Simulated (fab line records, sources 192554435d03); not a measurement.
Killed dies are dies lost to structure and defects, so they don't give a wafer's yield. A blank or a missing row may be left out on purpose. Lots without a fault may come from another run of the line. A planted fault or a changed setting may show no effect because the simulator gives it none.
Which tool did it? | flow n5_finfet | 24 lots, 72 wafers sampled, at 6 steps of a route of 1938

WHAT THE GAUGES READ, wafer by wafer
The record holds no reading of a measuring or inspecting step that can be judged against a usual standard deviation.

WHICH TOOL RAN EACH LOT (tool, then ch and the chambers of the sampled wafers, then the start)
lot  | N5_BEOL_M4_STRIP_97                           | N5_BEOL_M4_ALD_84                   | N5_BEOL_M4_SURFACE_TREAT_85  | N5_BEOL_M4_SPUTTER_86        | N5_BEOL_M4_SPUTTER_88        | N5_BEOL_M4_CMP_52
L074 | rie_diel-01 ch 0,2,3, day 8 03:01 or earlier  | ald_metal-03 ch 0,2,3, day 8 03:01  | pvd_sputter-02, day 8 03:17  | pvd_sputter-01, day 8 04:10  | pvd_sputter-01, day 8 04:23  | cmp-04 ch 0,3, day 8 05:46
L075 | rie_diel-02 ch 2,3, day 8 04:36 or earlier    | ald_metal-03 ch 0,1,2, day 8 04:36  | pvd_sputter-02, day 8 04:53  | pvd_sputter-03, day 8 06:26  | pvd_sputter-03, day 8 06:40  | cmp-01 ch 2,3, day 8 08:06
L076 | rie_diel-01 ch 0,1, day 9 00:58 or earlier    | ald_metal-04 ch 0,1,3, day 9 00:58  | pvd_sputter-03, day 9 01:11  | pvd_sputter-02, day 9 02:09  | pvd_sputter-02, day 9 02:22  | cmp-04 ch 0,1,3, day 9 03:49
L078 | rie_diel-06 ch 1,2,3, day 9 03:50 or earlier  | ald_metal-02 ch 0,2,3, day 9 03:50  | pvd_sputter-01, day 9 04:03  | pvd_sputter-01, day 9 05:00  | pvd_sputter-01, day 9 05:13  | cmp-04 ch 0,1, day 9 07:50
L077 | rie_diel-01 ch 0,1,2, day 9 07:20 or earlier  | ald_metal-04 ch 0,2, day 9 07:20    | pvd_sputter-03, day 9 07:34  | pvd_sputter-03, day 9 08:38  | pvd_sputter-03, day 9 08:52  | cmp-01 ch 1,3, day 9 10:16
L079 | rie_diel-06 ch 1,2, day 9 07:29 or earlier    | ald_metal-02 ch 1,2,3, day 9 07:29  | pvd_sputter-03, day 9 07:49  | pvd_sputter-02, day 9 10:09  | pvd_sputter-02, day 9 10:22  | cmp-02 ch 1,2,3, day 9 11:52
L081 | rie_diel-02 ch 1,2,3, day 9 15:58 or earlier  | ald_metal-02 ch 0,1, day 9 15:58    | pvd_sputter-02, day 9 16:14  | pvd_sputter-01, day 9 17:12  | pvd_sputter-01, day 9 17:25  | cmp-01 ch 0,1,2, day 9 18:50
L080 | rie_diel-06 ch 1,3, day 9 19:02 or earlier    | ald_metal-02 ch 1,2,3, day 9 19:02  | pvd_sputter-03, day 9 19:16  | pvd_sputter-02, day 9 20:13  | pvd_sputter-02, day 9 20:26  | cmp-01 ch 0,1, day 9 21:55
L082 | rie_diel-06 ch 1,2,3, day 10 02:51 or earlier | ald_metal-02 ch 0,1,2, day 10 02:51 | pvd_sputter-03, day 10 03:16 | pvd_sputter-02, day 10 04:13 | pvd_sputter-02, day 10 04:26 | cmp-02 ch 0,2,3, day 10 06:22
L083 | rie_diel-02 ch 0,1,3, day 10 17:19 or earlier | ald_metal-04 ch 0,1, day 10 17:19   | pvd_sputter-02, day 10 17:34 | pvd_sputter-02, day 10 18:35 | pvd_sputter-02, day 10 18:48 | cmp-01 ch 1,3, day 10 20:25
L084 | rie_diel-01 ch 0,1,3, day 10 20:54 or earlier | ald_metal-03 ch 0,1,2, day 10 20:54 | pvd_sputter-03, day 10 21:38 | pvd_sputter-03, day 10 22:39 | pvd_sputter-03, day 10 22:52 | cmp-04 ch 0,2,3, day 11 00:37
L085 | rie_diel-02 ch 0,1,3, day 10 23:55 or earlier | ald_metal-02 ch 0,2,3, day 10 23:55 | pvd_sputter-01, day 11 00:08 | pvd_sputter-02, day 11 01:01 | pvd_sputter-02, day 11 01:14 | cmp-02 ch 0,1,3, day 11 02:37
L087 | rie_diel-02 ch 0,2,3, day 11 02:52 or earlier | ald_metal-04 ch 0,1,2, day 11 02:52 | pvd_sputter-02, day 11 03:08 | pvd_sputter-02, day 11 04:01 | pvd_sputter-02, day 11 04:14 | cmp-04 ch 0,2,3, day 11 05:37
L086 | rie_diel-01 ch 0,1, day 11 05:58 or earlier   | ald_metal-04 ch 0,1,2, day 11 05:58 | pvd_sputter-01, day 11 06:14 | pvd_sputter-02, day 11 07:08 | pvd_sputter-02, day 11 07:22 | cmp-02 ch 0,1,2, day 11 08:54
L088 | rie_diel-06 ch 0,2,3, day 12 05:20 or earlier | ald_metal-03 ch 0,2, day 12 05:20   | pvd_sputter-01, day 12 05:42 | pvd_sputter-02, day 12 07:20 | pvd_sputter-02, day 12 07:33 | cmp-02 ch 0,1,2, day 12 08:56
L090 | rie_diel-02 ch 0,1,2, day 12 08:41 or earlier | ald_metal-02 ch 0,1, day 12 08:41   | pvd_sputter-02, day 12 08:58 | pvd_sputter-01, day 12 09:53 | pvd_sputter-01, day 12 10:06 | cmp-01 ch 0,2,3, day 12 11:37
L089 | rie_diel-02 ch 0,2,3, day 12 09:08 or earlier | ald_metal-04 ch 0,3, day 12 09:08   | pvd_sputter-02, day 12 09:25 | pvd_sputter-02, day 12 10:29 | pvd_sputter-02, day 12 10:43 | cmp-01 ch 1,3, day 12 12:05
L091 | rie_diel-06 ch 0,1,3, day 12 15:13 or earlier | ald_metal-04 ch 0,2, day 12 15:13   | pvd_sputter-02, day 12 15:29 | pvd_sputter-03, day 12 16:35 | pvd_sputter-03, day 12 16:49 | cmp-04 ch 0,1, day 12 18:11
L093 | rie_diel-02 ch 1,2,3, day 12 20:42 or earlier | ald_metal-02 ch 0,2,3, day 12 20:42 | pvd_sputter-01, day 12 21:08 | pvd_sputter-01, day 12 23:57 | pvd_sputter-01, day 13 00:10 | cmp-02 ch 0,2,3, day 13 01:33
L092 | rie_diel-01 ch 2,3, day 13 05:14 or earlier   | ald_metal-02 ch 1,2,3, day 13 05:14 | pvd_sputter-03, day 13 05:31 | pvd_sputter-03, day 13 06:24 | pvd_sputter-03, day 13 06:37 | cmp-02 ch 0,3, day 13 08:02
L094 | rie_diel-01 ch 1,2,3, day 13 12:04 or earlier | ald_metal-02 ch 0,3, day 13 12:04   | pvd_sputter-01, day 13 12:18 | pvd_sputter-01, day 13 13:17 | pvd_sputter-01, day 13 13:30 | cmp-01 ch 0,3, day 13 14:52
L095 | rie_diel-01 ch 0,1,3, day 13 12:27 or earlier | ald_metal-03 ch 0,1,3, day 13 12:27 | pvd_sputter-02, day 13 12:49 | pvd_sputter-01, day 13 15:07 | pvd_sputter-01, day 13 15:20 | cmp-02 ch 0,1,2, day 13 17:02
L097 | rie_diel-01 ch 0,1,2, day 13 21:28 or earlier | ald_metal-03 ch 2,3, day 13 21:28   | pvd_sputter-02, day 13 21:44 | pvd_sputter-02, day 13 22:37 | pvd_sputter-02, day 13 22:50 | cmp-04 ch 1,2,3, day 14 00:20
L096 | rie_diel-06 ch 1,2,3, day 14 00:57 or earlier | ald_metal-02 ch 1,2, day 14 00:57   | pvd_sputter-02, day 14 01:14 | pvd_sputter-02, day 14 02:07 | pvd_sputter-02, day 14 02:20 | cmp-02 ch 1,2, day 14 03:42
- N5_BEOL_M4_STRIP_97: strips in N2/H2, time 10 s.
- N5_BEOL_M4_ALD_84: deposits TaN, pulse time 2 s, purge time 3 s, co reactant purge time 2 s.
- N5_BEOL_M4_SURFACE_TREAT_85
- N5_BEOL_M4_SPUTTER_86: material Cu, target thk 4.5 nm, time 8.29 s.
- N5_BEOL_M4_SPUTTER_88: material Cu, target thk 4.5 nm, time 8.29 s.
- N5_BEOL_M4_CMP_52: polishes, stops on SiOC, t overpolish 6.8 s, target thk 40 nm.

WHAT THE TOOLS THEMSELVES READ (means of the sampled wafers that have a number; where no wafer has one, the mark that the record gives instead)
N5_BEOL_M4_STRIP_97. Usual: drypump_motor_current_A 5.64 A, standard deviation 0.28; h2_flow_sccm 199.9 sccm, standard deviation 0.59; n2_flow_sccm 200.0 sccm, standard deviation 0.63; oes_product_au 0.83 a.u., standard deviation 0.077; rf_vpp_V 59.2 V, standard deviation 0.9; showerhead_plenum_p_Torr 2.55 Torr, standard deviation 0.1; throttle_valve_pct 23.6 %, standard deviation 0.4.
lot  | tool        | drypump_motor_current_A (A) | h2_flow_sccm (sccm) | n2_flow_sccm (sccm) | oes_product_au (a.u.) | rf_vpp_V (V) | showerhead_plenum_p_Torr (Torr) | throttle_valve_pct (%) | flag
L074 | rie_diel-01 | 5.68                        | 200.1               | 200.0               | 0.76                  | 58.0         | 2.45                            | 23.7                   |
L075 | rie_diel-02 | 5.61                        | 200.4               | 200.4               | 0.84                  | 59.9         | 2.51                            | 23.1                   |
L076 | rie_diel-01 | 5.57                        | 200.1               | 199.9               | 0.91                  | 58.6         | 2.59                            | 24.1                   |
L078 | rie_diel-06 | 5.45                        | 200.0               | 199.9               | 0.87                  | 58.9         | 2.57                            | 23.6                   |
L077 | rie_diel-01 | 5.71                        | 199.3               | 200.1               | 0.84                  | 59.5         | 2.52                            | 23.9                   |
L079 | rie_diel-06 | 5.42                        | 200.2               | 200.3               | 0.89                  | 59.6         | 2.60                            | 23.4                   |
L081 | rie_diel-02 | 5.70                        | 200.2               | 199.8               | 0.83                  | 59.4         | 2.58                            | 23.2                   |
L080 | rie_diel-06 | 5.52                        | 200.0               | 200.4               | 0.85                  | 58.7         | 2.53                            | 23.8                   |
L082 | rie_diel-06 | 5.47                        | 200.1               | 200.8               | 0.86                  | 59.2         | 2.57                            | 23.6                   |
L083 | rie_diel-02 | 5.89                        | 200.2               | 199.8               | 0.82                  | 59.5         | 2.60                            | 23.4                   |
L084 | rie_diel-01 | 5.57                        | 199.7               | 199.9               | 0.88                  | 59.7         | 2.61                            | 23.7                   |
L085 | rie_diel-02 | 5.87                        | 200.3               | 200.3               | 0.80                  | 58.9         | 2.60                            | 23.4                   |
L087 | rie_diel-02 | 5.81                        | 199.9               | 199.8               | 0.79                  | 59.7         | 2.53                            | 23.4                   |
L086 | rie_diel-01 | 5.55                        | 199.7               | 199.4               | 0.87                  | 59.6         | 2.59                            | 24.1                   |
L088 | rie_diel-06 | 5.37                        | 199.9               | 200.2               | 0.79                  | 58.8         | 2.47                            | 23.9                   |
L090 | rie_diel-02 | 5.63                        | 199.6               | 199.1               | 0.85                  | 59.3         | 2.60                            | 23.5                   |
L089 | rie_diel-02 | 5.82                        | 200.0               | 199.8               | 0.79                  | 58.7         | 2.52                            | 23.4                   |
L091 | rie_diel-06 | 5.65                        | 200.1               | 200.3               | 0.79                  | 59.2         | 2.51                            | 23.9                   |
L093 | rie_diel-02 | 5.69                        | 199.8               | 200.0               | 0.80                  | 59.1         | 2.56                            | 23.2                   |
L092 | rie_diel-01 | 5.63                        | 199.9               | 199.4               | 0.84                  | 59.4         | 2.60                            | 23.2                   |
L094 | rie_diel-01 | 5.63                        | 199.8               | 200.0               | 0.84                  | 59.2         | 2.58                            | 23.6                   |
L095 | rie_diel-01 | 5.60                        | 199.1               | 199.5               | 0.86                  | 59.4         | 2.60                            | 23.7                   |
L097 | rie_diel-01 | 5.70                        | 200.2               | 200.3               | 0.79                  | 60.1         | 2.51                            | 23.9                   |
L096 | rie_diel-06 | 5.46                        | 199.7               | 199.7               | 0.82                  | 59.1         | 2.55                            | 23.7                   |

N5_BEOL_M4_ALD_84. Usual: chamber_pressure_Torr 3.000 Torr, standard deviation 0.0059; heater_power_outer_w 235 W, standard deviation 27; heater_power_w 429 W, standard deviation 37.
lot  | tool         | chamber_pressure_Torr (Torr) | heater_power_outer_w (W) | heater_power_w (W) | flag
L074 | ald_metal-03 | 2.998                        | 231                      | 409                |
L075 | ald_metal-03 | 3.004                        | 218                      | 391                |
L076 | ald_metal-04 | 3.000                        | 205                      | 391                |
L078 | ald_metal-02 | 3.001                        | 257                      | 469                |
L077 | ald_metal-04 | 3.001                        | 224                      | 425                |
L079 | ald_metal-02 | 3.002                        | 236                      | 435                |
L081 | ald_metal-02 | 2.998                        | 273                      | 474                |
L080 | ald_metal-02 | 3.000                        | 234                      | 446                |
L082 | ald_metal-02 | 3.008                        | 259                      | 452                |
L083 | ald_metal-04 | 3.002                        | 204                      | 381                |
L084 | ald_metal-03 | 2.991                        | 220                      | 395                |
L085 | ald_metal-02 | 3.000                        | 260                      | 466                |
L087 | ald_metal-04 | 2.998                        | 214                      | 400                |
L086 | ald_metal-04 | 2.999                        | 212                      | 401                |
L088 | ald_metal-03 | 2.993                        | 220                      | 390                |
L090 | ald_metal-02 | 2.996                        | 249                      | 442                |
L089 | ald_metal-04 | 2.998                        | 209                      | 409                |
L091 | ald_metal-04 | 3.000                        | 211                      | 401                |
L093 | ald_metal-02 | 3.005                        | 252                      | 463                |
L092 | ald_metal-02 | 3.004                        | 239                      | 441                |
L094 | ald_metal-02 | 3.000                        | 274                      | 485                |
L095 | ald_metal-03 | 3.003                        | 227                      | 403                |
L097 | ald_metal-03 | 3.003                        | 241                      | 423                |
L096 | ald_metal-02 | 2.997                        | 234                      | 433                |

N5_BEOL_M4_SPUTTER_86. Usual: chuck_gas_flow_sccm 1.26 sccm, standard deviation 0.049; throttle_valve_pct 29.4 %, standard deviation 1.2.
lot  | tool           | chuck_gas_flow_sccm (sccm) | throttle_valve_pct (%) | flag
L074 | pvd_sputter-01 | 1.28                       | 28.9                   |
L075 | pvd_sputter-03 | 1.29                       | 30.7                   |
L076 | pvd_sputter-02 | 1.29                       | 29.2                   |
L078 | pvd_sputter-01 | 1.34                       | 28.3                   |
L077 | pvd_sputter-03 | 1.27                       | 30.8                   |
L079 | pvd_sputter-02 | 1.28                       | 29.6                   |
L081 | pvd_sputter-01 | 1.25                       | 29.1                   |
L080 | pvd_sputter-02 | 1.25                       | 29.3                   |
L082 | pvd_sputter-02 | 1.25                       | 29.4                   |
L083 | pvd_sputter-02 | 1.22                       | 28.4                   |
L084 | pvd_sputter-03 | 1.26                       | 30.7                   |
L085 | pvd_sputter-02 | 1.22                       | 29.3                   |
L087 | pvd_sputter-02 | 1.23                       | 28.6                   |
L086 | pvd_sputter-02 | 1.29                       | 28.7                   |
L088 | pvd_sputter-02 | 1.24                       | 29.2                   |
L090 | pvd_sputter-01 | 1.31                       | 29.4                   |
L089 | pvd_sputter-02 | 1.25                       | 29.2                   |
L091 | pvd_sputter-03 | 1.20                       | 31.0                   |
L093 | pvd_sputter-01 | 1.27                       | 29.2                   |
L092 | pvd_sputter-03 | 1.23                       | 30.6                   |
L094 | pvd_sputter-01 | 1.30                       | 28.6                   |
L095 | pvd_sputter-01 | 1.26                       | 28.2                   |
L097 | pvd_sputter-02 | 1.25                       | 30.1                   |
L096 | pvd_sputter-02 | 1.24                       | 29.1                   |

N5_BEOL_M4_SPUTTER_88. Usual: chuck_gas_flow_sccm 1.26 sccm, standard deviation 0.054; throttle_valve_pct 29.4 %, standard deviation 1.2.
lot  | tool           | chuck_gas_flow_sccm (sccm) | throttle_valve_pct (%) | flag
L074 | pvd_sputter-01 | 1.32                       | 29.0                   |
L075 | pvd_sputter-03 | 1.21                       | 30.8                   |
L076 | pvd_sputter-02 | 1.26                       | 29.2                   |
L078 | pvd_sputter-01 | 1.32                       | 28.2                   |
L077 | pvd_sputter-03 | 1.26                       | 30.6                   |
L079 | pvd_sputter-02 | 1.25                       | 29.3                   |
L081 | pvd_sputter-01 | 1.31                       | 29.1                   |
L080 | pvd_sputter-02 | 1.22                       | 29.3                   |
L082 | pvd_sputter-02 | 1.27                       | 29.4                   |
L083 | pvd_sputter-02 | 1.27                       | 28.4                   |
L084 | pvd_sputter-03 | 1.28                       | 30.6                   |
L085 | pvd_sputter-02 | 1.22                       | 29.4                   |
L087 | pvd_sputter-02 | 1.29                       | 28.7                   |
L086 | pvd_sputter-02 | 1.23                       | 28.6                   |
L088 | pvd_sputter-02 | 1.27                       | 29.2                   |
L090 | pvd_sputter-01 | 1.27                       | 29.6                   |
L089 | pvd_sputter-02 | 1.26                       | 29.2                   |
L091 | pvd_sputter-03 | 1.21                       | 30.9                   |
L093 | pvd_sputter-01 | 1.25                       | 29.1                   |
L092 | pvd_sputter-03 | 1.22                       | 30.6                   |
L094 | pvd_sputter-01 | 1.27                       | 28.6                   |
L095 | pvd_sputter-01 | 1.27                       | 28.4                   |
L097 | pvd_sputter-02 | 1.19                       | 30.0                   |
L096 | pvd_sputter-02 | 1.28                       | 29.2                   |

N5_BEOL_M4_CMP_52. Usual: barrier_field_endpoint_s 24.1 s, standard deviation 0.66; motor_current_A 6.1 A, standard deviation 0.64; overpolish_run_s 6.800 s, standard deviation 0.0091; slurry_flow_ml_min 150.0, standard deviation 0.44; time_to_endpoint_s 61.2 s, standard deviation 2.7.
lot  | tool   | barrier_field_endpoint_s (s) | motor_current_A (A) | overpolish_run_s (s) | slurry_flow_ml_min | time_to_endpoint_s (s) | flag
L074 | cmp-04 | 25.1                         | 5.7                 | 6.806                | 149.9              | 65.1                   |
L075 | cmp-01 | 23.8                         | 5.5                 | 6.804                | 149.6              | 59.9                   |
L076 | cmp-04 | 24.6                         | 6.4                 | 6.797                | 150.1              | 64.5                   |
L078 | cmp-04 | 25.0                         | 6.9                 | 6.808                | 150.3              | 65.5                   |
L077 | cmp-01 | 23.5                         | 6.3                 | 6.815                | 150.0              | 59.9                   |
L079 | cmp-02 | 24.6                         | 5.8                 | 6.798                | 149.8              | 62.4                   |
L081 | cmp-01 | 23.6                         | 6.4                 | 6.806                | 150.0              | 58.9                   |
L080 | cmp-01 | 23.5                         | 6.9                 | 6.803                | 150.1              | 59.4                   |
L082 | cmp-02 | 24.5                         | 5.4                 | 6.793                | 150.1              | 60.2                   |
L083 | cmp-01 | 23.6                         | 5.9                 | 6.797                | 149.9              | 60.5                   |
L084 | cmp-04 | 23.6                         | 5.8                 | 6.806                | 149.8              | 58.5                   |
L085 | cmp-02 | 24.0                         | 5.8                 | 6.799                | 150.0              | 62.3                   |
L087 | cmp-04 | 23.6                         | 5.8                 | 6.807                | 149.9              | 60.7                   |
L086 | cmp-02 | 24.3                         | 5.6                 | 6.802                | 150.1              | 59.5                   |
L088 | cmp-02 | 23.8                         | 5.6                 | 6.801                | 150.2              | 61.3                   |
L090 | cmp-01 | 23.3                         | 5.9                 | 6.797                | 149.8              | 58.7                   |
L089 | cmp-01 | 24.0                         | 5.8                 | 6.796                | 149.5              | 59.2                   |
L091 | cmp-04 | 24.0                         | 6.6                 | 6.795                | 150.5              | 60.1                   |
L093 | cmp-02 | 24.5                         | 5.6                 | 6.802                | 149.7              | 61.0                   |
L092 | cmp-02 | 24.1                         | 5.8                 | 6.795                | 149.8              | 59.6                   |
L094 | cmp-01 | 24.6                         | 6.1                 | 6.795                | 149.9              | 61.6                   |
L095 | cmp-02 | 23.9                         | 5.6                 | 6.799                | 149.9              | 63.9                   |
L097 | cmp-04 | 23.7                         | 6.1                 | 6.803                | 149.9              | 62.5                   |
L096 | cmp-02 | 24.9                         | 5.9                 | 6.799                | 150.0              | 63.3                   |

THE ANSWER, worked out from the rows above alone
Rule: a lot is off if the mean of its wafers that have a number lies more than 3 standard deviations from the usual mean. A lot without any number at a reading at which 4 lots or more have one is off too. The other lots that the step has rows for count as sound. The gauges are gone through in route order, then the tools' own readings, and for those a lot's mean is taken as printed above. The first step at which some lot is off is used, and at that step the reading that is off furthest; a lot without a number counts as furthest.
No lot is off at any reading shown: from this, nothing can be told.

WHAT THE SIMULATOR HAD PUT IN
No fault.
